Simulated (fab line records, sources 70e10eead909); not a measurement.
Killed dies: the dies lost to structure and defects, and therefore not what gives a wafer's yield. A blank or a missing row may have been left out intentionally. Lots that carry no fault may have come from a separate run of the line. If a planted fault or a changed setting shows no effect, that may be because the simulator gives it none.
Chamber matching -- flow nandHarc -- NHARC_A_M0_CMP_23 on cmp-01 has 4 sister chambers
The step polishes, t overpolish 20 s, target thk 113.75 nm. 20 wafers are shown with their chamber, then 10 later ones without.

## EACH WAFER AND ITS CHAMBER
wafer,chamber,motorCurrentA (A),timeToEndpointS (s)
L074.1,3,10.5,31.1
L074.2,2,12.9,29.6
L074.3,1,11.9,32.1
L077.2,1,12.1,31.9
L077.4,0,11.7,29.9
L077.6,3,11.0,31.2
L081.1,1,11.5,30.0
L081.3,2,13.3,25.8
L081.5,0,12.0,29.8
L083.1,2,13.1,29.2
L083.2,0,12.5,26.6
L083.6,2,14.2,27.9
L085.1,1,11.9,25.3
L085.4,0,13.0,28.0
L085.5,0,12.6,27.9
L087.1,3,10.4,26.6
L087.2,0,12.1,30.4
L087.4,2,13.4,28.3
L088.2,2,13.3,29.9
L088.4,3,10.8,30.8

SIGNATURES, as means of the wafers listed above
reading,chamber 0,chamber 1,chamber 2,chamber 3,scatter within a chamber
motorCurrentA,12.317,11.850,13.367,10.675,0.397
timeToEndpointS,28.767,29.825,28.450,29.925,2.05
Rule: a wafer's distance from a chamber is the root of the sum, over the readings, of the square of ((its reading less the chamber's mean) divided by the reading's scatter). If the next closest chamber is less than 2 further off than the closest, the wafer can't be placed; otherwise it belongs to the closest. The scatter is the square root of a quotient: the sum, over the shown wafers, of each reading's squared deviation from its chamber's mean, divided by wafers minus chambers.

## WAFERS WITH NO CHAMBER GIVEN
wafer,motorCurrentA (A),timeToEndpointS (s)
L088.5,10.8,30.2
L093.1,10.6,27.6
L093.3,12.9,28.8
L093.4,11.3,27.5
L096.1,12.8,31.4
L096.2,11.1,30.2
L096.5,12.6,29.8
L094.1,13.5,26.0
L094.3,11.0,29.5
L094.6,10.5,30.8

## CHAMBER TAKEN BY EACH
wafer,from the rows above,in truth
L088.5,3,3
L093.1,3,3
L093.3,can't be placed: 2 or 0 or 1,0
L093.4,can't be placed: 1 or 3 or 0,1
L096.1,can't be placed: 0 or 2 or 1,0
L096.2,can't be placed: 3 or 1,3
L096.5,can't be placed: 0 or 1 or 2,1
L094.1,2,2
L094.3,can't be placed: 3 or 1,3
L094.6,3,3
4 of 10 placed correctly. These rows do not allow placing 6 (true chamber among the candidates in 6). 0 placed wrongly.
